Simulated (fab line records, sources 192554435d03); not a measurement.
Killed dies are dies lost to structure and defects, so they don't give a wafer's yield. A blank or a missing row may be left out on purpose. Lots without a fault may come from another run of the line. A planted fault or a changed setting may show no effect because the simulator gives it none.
Chamber matching | flow n5_finfet | N5_BEOL_M0_SAQP_ETCH_73 on rie_diel-02: 4 sister chambers
The step etches SiARC in CF4, target depth 19.5 nm, time 32.5 s. 8 wafers are shown with their chamber, then 7 later ones without.

WAFERS WITH THEIR CHAMBER
wafer  | chamber | showerhead_plenum_p_Torr (Torr) | drypump_motor_current_A (A)
L074.6 | 0       | 2.20                            | 6.4
L080.1 | 1       | 2.21                            | 5.1
L080.5 | 1       | 2.21                            | 5.1
L083.3 | 2       | 2.05                            | 6.4
L083.5 | 2       | 2.05                            | 6.3
L083.6 | 3       | 2.14                            | 6.5
L086.1 | 3       | 2.13                            | 6.5
L086.2 | 0       | 2.19                            | 6.4

WAFERS WITHOUT THEIR CHAMBER
wafer  | showerhead_plenum_p_Torr (Torr) | drypump_motor_current_A (A)
L086.6 | 2.19                            | 6.4
L087.1 | 2.13                            | 6.5
L087.5 | 2.04                            | 6.3
L087.6 | 2.20                            | 5.1
L095.1 | 2.19                            | 6.4
L095.5 | 2.19                            | 6.4
L095.6 | 2.20                            | 5.1

WHICH CHAMBER EACH WENT THROUGH
wafer  | from the rows above | in truth
L086.6 | 0                   | 0
L087.1 | 3                   | 3
L087.5 | 2                   | 2
L087.6 | 1                   | 1
L095.1 | 0                   | 0
L095.5 | 0                   | 0
L095.6 | 1                   | 1
Placed correctly: 7 of 7. Can't be placed from these rows: 0. Placed wrongly: 0.
How it was worked out, from the rows above alone: a wafer's distance from a chamber is the root of the sum, over the readings, of the square of ((its reading less the chamber's mean) divided by the reading's scatter). The wafer belongs to the nearest chamber; if the next one is less than 2 further off, it can't be placed. A chamber's mean is the mean of its shown wafers. The scatter: the root of (the sum of the squares of (reading less its chamber's mean) over the shown wafers, divided by (wafers less chambers)).
